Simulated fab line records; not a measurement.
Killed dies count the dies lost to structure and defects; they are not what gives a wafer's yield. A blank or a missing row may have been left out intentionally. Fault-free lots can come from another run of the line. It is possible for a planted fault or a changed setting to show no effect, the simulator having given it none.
Which tool is to blame?	flow nandHarc	6 lots, 18 wafers sampled, at 3 steps of a route of 1302

== WHAT EACH GAUGE READ, for each wafer ==
NHARC_P_STI_OVL_MEAS_10.
lot	measured	on	overlayXNm (nm)
L837	day 4 01:35	overlay-01	-5 -5 -6
L839	day 4 22:15	overlay-02	-5 -5 -5
L843	day 6 14:07	overlay-02	7 8 7
L846	day 8 00:49	overlay-02	7 7 7
L852	day 10 06:31	overlay-02	-10 -10 -11
L855	day 11 13:28	overlay-01	9 9 9

== TOOL THAT RAN EACH LOT (tool first, then ch and the chambers of the sampled wafers, then the start) ==
lot	NHARC_P_ZERO_WELL_ETCH_65	NHARC_P_ZERO_WELL_ETCH_63
L837	rieDiel-08 ch 1,2, day 3 03:29	rieSi-02 ch 1,2,3, day 3 03:40
L839	rieDiel-11 ch 0,1, day 3 23:29	rieSi-04 ch 1,2, day 3 23:40
L843	rieDiel-12 ch 2,3, day 5 15:22	rieSi-02 ch 2,3, day 5 15:32
L846	rieDiel-11 ch 0,1, day 6 21:27	rieSi-06 ch 0,3, day 6 21:51
L852	rieDiel-12 ch 0,2,3, day 9 09:28	rieSi-02 ch 1,2,3, day 9 09:40
L855	rieDiel-11 ch 0,1,3, day 10 15:29	rieSi-02 ch 1,2,3, day 10 15:40
- NHARC_P_ZERO_WELL_ETCH_65: etches the open film in N2/H2, target depth 80 nm, overetch 24 nm, time 87.88 s.
- NHARC_P_ZERO_WELL_ETCH_63: etches the open film in HBr/Cl2, target depth 120 nm, time 40.1 s.

== THE ANSWER, worked out from the rows above alone ==
Rule: usual is defined by the lots themselves. The widest of any qualifying gaps counts: lots, ordered by their means at a reading, are off when they make up no more than a third of the lots, leave a main group of 4 or more, and stand apart from it by 3 or more times the standard deviation of that group's means. Not used: any main group whose means are identical at the precision the tables above print for the reading. A lot without any number at a reading at which 4 lots or more have one is off too. All remaining lots with rows at the step are treated as sound.
Across all readings shown, no lot is off: no conclusion can be drawn from this.

== WHAT THE SIMULATOR PUT IN ==
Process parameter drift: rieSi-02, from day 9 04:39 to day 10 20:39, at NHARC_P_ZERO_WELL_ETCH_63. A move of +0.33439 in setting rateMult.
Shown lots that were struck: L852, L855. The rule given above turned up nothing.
